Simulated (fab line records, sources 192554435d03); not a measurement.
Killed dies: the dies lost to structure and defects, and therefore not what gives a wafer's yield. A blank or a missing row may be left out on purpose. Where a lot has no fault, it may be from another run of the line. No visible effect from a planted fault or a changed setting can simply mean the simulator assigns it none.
fab line records	flow n5-finfet	part 2 of 2: steps 5 to 6 of 6
record lots=22	wafers=66	last-day=19
route steps=1938 shown MOL_CONTACT_COAG@559 BEOL_M0_SAQP@635
lots that met no fault: from a run of the same line without faults
start-h: hours from the record's opening day to when the first of the lot's shown wafers began	wait-h: how many hours have passed since the lot's step before this one	" as in the row above	L1.1+2: several wafers, shown together as one row	- either no value or no given start	* or withheld: withheld	< > ~ a bound
route shown NAME@n: NAME is a module with steps in the file, n the number in the route of the first one	usual: average and standard deviation across the fault-free wafers	same: alike in all rows	chamber/n: place in a boat	sites: readings site by site	_std_site: standard deviation of those values	_edge_site: inner sites' mean taken away from outer sites' mean	radius-mm: for every site, how far away it sits from the centre of the wafer	mask NAME#n: copy n	behind: tool/chamber where the wafer was last shaped	hold: why the lot went on hold/how many hours it stayed there/how the hold came to an end	device: the transistor (n, p or np) that didn't switch	end of line: the same wafers' tests at the end of the route	step lacking rows: just its recipe	killed: dies lost to structure and defects at the first sort, not the wafer's yield	map: a wafer's dies, x killed, . not, _ none there
set.NAME: the setting as run; set.NAME@STEP: as run at that earlier step	model.NAME: the simulator's own value behind a step, which no gauge read
a sample of lots followed through the steps of the route, with each step as a table and each wafer as a row
services: when a tool's chamber went out of use (start-h, in hours from the record's first day, below 0 if earlier), for how many hours, and the reason
## steps
# step N5_BEOL_M0_SAQP_MANDREL1_REMOVE_100
# recipe chemistry=HBr/Cl2/O2	bt-time-s=10	target=a-Si	stop-on=SiNx	endpoint=OES-SiCl	over-etch-frac=0.85	icp-w=600	bias-w=30	HBr_flow_sccm=150	Cl2_flow_sccm=80	O2_flow_sccm=5	pressure-mtorr=10
# usual drypump-motor-current-A=5.6/0.43	oes-product-au=0.999/0.016	rf-fwd-power-W=596.4/2.2	throttle-valve-pct=36.8/0.51
lot.wafer	tool	chamber	start-h	wait-h	drypump-motor-current-A	oes-product-au	rf-fwd-power-W	rf-hours-counter-h	throttle-valve-pct
L074.2	rie-si-05	1	108.20	0.1	5.8	0.993	597.6	150	37.3
L074.3	"	0	"	"	5.2	0.971	597.6	161	36.6
L074.5	"	3	"	"	5.5	0.976	595.4	-	36.7
L075.3	rie-si-06	2	112.86	0.1	5.4	0.979	598.1	143	36.8
L075.4	"	3	"	"	5.1	0.998	593.4	150	36.7
L075.6	"	2	"	"	5.4	0.976	596.7	-	36.8
L076.1	rie-si-06	1	133.79	0.1	5.4	0.979	590.0	176	36.6
L076.5	"	3	"	"	5.0	1.019	597.2	-	36.7
L076.6	"	0	"	"	5.7	1.014	596.4	-	35.8
L077.1	rie-si-02	2	136.81	0.1	5.7	1.016	595.5	67	37.8
L077.2	"	0	"	"	5.4	1.016	591.2	123	36.8
L077.5	"	2	"	"	5.7	1.014	593.2	-	37.8
L078.2	rie-si-05	2	140.52	0.1	5.3	1.010	598.5	78	36.1
L078.3	"	3	"	"	5.5	0.994	596.5	145	36.7
L078.6	"	3	"	"	5.5	0.983	597.8	-	36.7
L079.1	rie-si-05	1	147.87	0.1	5.8	1.000	596.0	150	37.3
L079.2	"	2	"	"	5.3	1.005	595.4	79	36.1
L079.3	"	0	"	"	5.2	0.972	595.7	161	36.6
L080.1	rie-si-06	0	151.28	0.1	5.8	1.005	596.9	108	35.8
L080.3	"	3	"	"	5.1	1.011	597.4	151	36.7
L080.4	"	2	"	"	5.5	0.975	592.3	143	36.8
L081.1	rie-si-06	1	154.56	0.1	5.5	0.974	594.3	176	36.6
L081.2	"	2	"	"	5.5	0.985	595.0	144	36.8
L081.4	"	0	"	"	5.8	1.001	596.5	109	35.8
L082.1	rie-si-06	3	158.88	0.1	5.1	1.015	595.6	151	36.7
L082.2	"	0	"	"	5.8	0.993	595.7	109	35.8
L082.5	"	3	"	"	5.1	1.011	595.9	-	36.7
L083.1	rie-si-02	3	163.40	0.1	6.6	1.007	598.7	1	37.1
L083.2	"	2	"	"	5.7	0.999	598.4	68	37.8
L083.5	"	1	"	"	5.8	1.002	594.9	-	36.9
L084.2	rie-si-02	2	173.60	0.1	5.7	1.007	594.0	68	37.8
L084.4	"	1	"	"	5.7	1.013	595.3	96	36.9
L084.6	"	0	"	"	5.5	1.009	592.3	-	36.8
L085.3	rie-si-02	3	177.25	0.1	6.6	1.004	600.1	2	37.1
L085.5	"	3	"	"	6.6	1.004	599.0	-	37.1
L085.6	"	0	"	"	5.5	0.998	596.0	-	36.8
L086.1	rie-si-02	1	187.80	0.1	5.7	1.008	597.7	96	36.9
L086.2	"	3	"	"	6.6	1.004	597.2	2	37.1
L086.4	"	2	"	"	5.7	1.008	595.7	68	37.9
L088.1	rie-si-05	2	195.28	0.1	5.3	0.998	595.4	79	36.1
L088.2	"	1	"	"	5.8	1.001	597.5	151	37.3
L088.4	"	3	"	"	5.5	0.984	599.1	146	36.7
L089.1	rie-si-02	3	200.33	0.1	6.6	1.012	597.2	2	37.1
L089.3	"	0	"	"	5.5	0.996	597.6	124	36.8
L089.5	"	0	"	"	5.5	1.004	592.4	-	36.8
L090.1	rie-si-02	3	206.38	0.1	6.6	1.010	602.4	2	37.1
L090.2	"	1	"	"	5.8	1.007	598.5	96	36.9
L090.4	"	2	"	"	5.7	1.015	596.0	68	37.8
L091.1	rie-si-02	0	213.82	0.1	5.5	0.992	592.2	125	36.8
L091.3	"	3	"	"	6.6	1.001	600.4	2	37.1
L091.6	"	1	"	"	5.8	1.023	598.6	-	36.9
L092.3	rie-si-02	2	220.08	0.1	5.7	1.027	594.2	68	37.9
L092.4	"	1	"	"	5.8	1.016	596.3	97	36.9
L092.5	"	2	"	"	5.7	1.027	595.7	-	37.8
L094.1	rie-si-02	1	233.30	0.1	5.8	1.005	597.2	97	36.9
L094.2	"	0	"	"	5.5	0.987	595.5	125	36.8
L094.5	"	2	"	"	5.7	1.011	595.2	-	37.9
L095.1	rie-si-02	3	238.01	0.1	6.6	1.011	596.9	3	37.1
L095.5	"	3	"	"	6.6	1.009	598.0	-	37.1
L095.6	"	2	"	"	5.7	1.010	592.9	-	37.8
L096.3	rie-si-06	3	245.27	0.1	5.0	1.000	594.7	153	36.7
L096.5	"	3	"	"	5.0	0.995	595.2	-	36.7
L096.6	"	2	"	"	5.4	0.977	595.7	-	36.8
L097.1	rie-si-06	3	247.91	0.1	5.0	0.997	594.5	153	36.7
L097.3	"	1	"	"	5.4	0.963	594.1	178	36.6
L097.5	"	1	"	"	5.4	0.970	596.7	-	36.6
# step N5_BEOL_M0_SAQP_ETCH_101
# recipe chemistry=CH3F/O2	target=SiNx	mask-material=SiO2	target-depth-a=299	time-s=42.7	pressure-mtorr=30	source-w=395	bias-w=73	Ar_flow_sccm=150	CH3F_flow_sccm=30	O2_flow_sccm=20	ion-energy-ev=120
# usual drypump-motor-current-A=5.76/0.26	oes-product-au=0.78/0.076	rf-fwd-power-W=393.1/1.3	rf-vpp-V=295/5.8	showerhead-plenum-p-Torr=2.00/0.066	throttle-valve-pct=16.33/0.28
lot.wafer	tool	chamber	start-h	wait-h	drypump-motor-current-A	oes-product-au	rf-fwd-power-W	rf-hours-counter-h	rf-vpp-V	showerhead-plenum-p-Torr	throttle-valve-pct
L074.2	rie-diel-01	1	108.35	0.0	6.13	0.86	394.9	44	304	2.05	16.35
L074.3	"	2	"	"	5.66	0.73	393.4	188	294	2.07	16.59
L074.5	"	2	"	"	5.68	0.72	394.3	-	293	2.07	16.55
L075.3	rie-diel-06	3	113.01	0.0	5.42	0.87	394.4	29	300	2.13	16.33
L075.4	"	0	"	"	5.91	0.77	393.1	129	301	2.10	16.43
L075.6	"	0	"	"	5.89	0.76	392.0	-	302	2.10	16.41
L076.1	rie-diel-05	1	133.94	0.0	5.19	0.73	391.8	158	298	1.91	16.57
L076.5	"	2	"	"	5.66	0.68	394.6	-	290	1.97	16.73
L076.6	"	1	"	"	5.17	0.73	391.9	-	299	1.91	16.57
L077.1	rie-diel-01	1	136.96	0.0	6.13	0.86	395.4	52	305	2.05	16.38
L077.2	"	3	"	"	5.85	0.69	392.3	252	287	2.05	16.38
L077.5	"	2	"	"	5.66	0.72	394.1	-	294	2.07	16.60
L078.2	rie-diel-01	1	140.67	0.0	6.11	0.87	392.1	53	304	2.05	16.38
L078.3	"	3	"	"	5.84	0.70	393.0	253	288	2.05	16.38
L078.6	"	3	"	"	5.85	0.70	392.5	-	285	2.05	16.37
L079.1	rie-diel-06	1	148.15	0.2	6.26	0.75	394.2	201	284	1.90	16.17
L079.2	"	0	"	"	5.90	0.77	390.7	138	301	2.10	16.42
L079.3	"	2	"	"	5.99	0.76	395.2	114	289	1.92	16.35
L080.1	rie-diel-01	0	151.43	0.0	5.67	0.84	392.7	57	295	1.96	15.92
L080.3	"	2	"	"	5.66	0.72	391.0	197	293	2.07	16.60
L080.4	"	1	"	"	6.09	0.84	391.9	-	303	2.05	16.40
L081.1	rie-diel-05	0	154.71	0.0	5.78	0.74	394.7	177	292	1.98	16.43
L081.2	"	3	"	"	5.76	0.85	392.7	78	298	1.94	15.95
L081.4	"	2	"	"	5.65	0.68	391.6	225	291	1.97	16.75
L082.1	rie-diel-05	3	159.03	0.0	5.77	0.85	392.9	79	299	1.94	15.95
L082.2	"	2	"	"	5.63	0.68	391.7	227	290	1.97	16.77
L082.5	"	0	"	"	5.76	0.73	391.4	-	290	1.98	16.42
L083.1	rie-diel-01	2	163.94	0.4	5.65	0.72	394.1	202	292	2.07	16.61
L083.2	"	1	"	"	6.12	0.84	394.5	63	303	2.04	16.40
L083.5	"	2	"	"	5.64	0.71	392.5	-	293	2.07	16.63
L084.2	rie-diel-05	2	173.75	0.0	5.63	0.68	395.1	232	289	1.97	16.76
L084.4	"	0	"	"	5.79	0.73	394.7	183	291	1.98	16.42
L084.6	"	3	"	"	5.77	0.85	391.5	-	299	1.94	15.97
L085.3	rie-diel-05	3	177.40	0.0	5.77	0.85	393.4	82	299	1.94	15.95
L085.5	"	0	"	"	5.78	0.73	392.3	-	293	1.98	16.44
L085.6	"	1	"	"	5.16	0.73	393.2	-	299	1.90	16.62
L086.1	rie-diel-01	2	187.95	0.0	5.67	0.71	390.5	207	294	2.07	16.60
L086.2	"	3	"	"	5.87	0.96	392.8	3	287	2.05	15.95
L086.4	"	1	"	"	6.11	0.83	393.7	69	305	2.04	16.42
L088.1	rie-diel-06	3	195.43	0.0	5.42	0.83	395.9	52	299	2.12	16.35
L088.2	"	1	"	"	6.25	0.73	394.2	214	287	1.89	16.19
L088.4	"	2	"	"	6.01	0.73	395.3	127	287	1.91	16.36
L089.1	rie-diel-06	1	200.57	0.1	6.26	0.73	392.3	216	286	1.89	16.18
L089.3	"	0	"	"	5.90	0.74	392.4	152	302	2.09	16.47
L089.5	"	2	"	"	6.02	0.74	392.5	-	288	1.91	16.37
L090.1	rie-diel-01	2	206.53	0.0	5.66	0.71	394.7	213	293	2.06	16.63
L090.2	"	1	"	"	6.11	0.82	395.0	76	303	2.04	16.43
L090.4	"	3	"	"	5.87	0.95	391.2	7	286	2.05	15.96
L091.1	rie-diel-01	1	213.97	0.0	6.10	0.83	392.7	79	305	2.04	16.43
L091.3	"	3	"	"	5.85	0.94	393.4	9	288	2.05	15.95
L091.6	"	1	"	"	6.12	0.82	393.5	-	302	2.04	16.44
L092.3	rie-diel-01	0	220.39	0.2	5.66	0.82	392.5	79	295	1.95	15.97
L092.4	"	3	"	"	5.87	0.93	392.1	11	287	2.05	15.97
L092.5	"	1	"	"	6.11	0.83	393.7	-	304	2.04	16.42
L094.1	rie-diel-05	2	233.45	0.0	5.65	0.67	391.5	246	291	1.96	16.79
L094.2	"	0	"	"	5.76	0.72	394.1	202	292	1.97	16.49
L094.5	"	2	"	"	5.64	0.67	391.1	-	289	1.96	16.80
L095.1	rie-diel-05	2	238.16	0.0	5.68	0.67	394.4	248	289	1.96	16.80
L095.5	"	0	"	"	5.78	0.71	391.5	-	290	1.97	16.46
L095.6	"	1	"	"	5.19	0.71	394.3	-	299	1.90	16.65
L096.3	rie-diel-01	0	245.42	0.0	5.68	0.80	392.5	88	296	1.95	15.98
L096.5	"	0	"	"	5.67	0.80	392.5	-	294	1.95	15.99
L096.6	"	3	"	"	5.86	0.90	392.1	-	286	2.05	15.98
L097.1	rie-diel-01	0	248.07	0.0	5.62	0.79	391.8	89	295	1.95	15.97
L097.3	"	2	"	"	5.68	0.70	393.4	227	292	2.06	16.67
L097.5	"	2	"	"	5.66	0.69	395.1	-	293	2.06	16.65
## services
tool	chamber	start-h	hours	kind
ald-sin-03	2	71.74	6.7	repair
rie-diel-02	0	73.23	5.6	repair
ald-sin-03	3	77.20	4.8	repair
rie-diel-02	0	82.78	5.5	repair
ald-sin-04	-	86.50	14.0	pm
rie-si-02	3	88.46	1.3	repair
pecvd-02	-	92.64	0.8	repair
rie-si-02	1	94.85	5.3	repair
rie-si-02	3	104.93	7.7	repair
rie-si-02	0	116.99	12.4	repair
ald-sin-03	1	118.42	19.7	repair
ald-sin-03	-	125.02	0.2	repair
rie-diel-01	2	137.63	13.2	repair
ald-sin-03	-	144.13	2.8	pm
rie-diel-01	3	145.39	3.7	repair
ald-sin-03	-	159.04	6.0	pm
plasma-asher-01	-	171.51	4.3	repair
rie-diel-01	3	191.61	6.5	repair
pecvd-02	2	196.28	4.4	repair
rie-diel-03	0	201.11	2.7	repair
rie-diel-01	1	226.27	14.9	repair
rie-diel-01	3	231.16	2.1	repair
pecvd-02	-	243.26	0.3	repair
rie-diel-01	1	243.55	4.0	repair
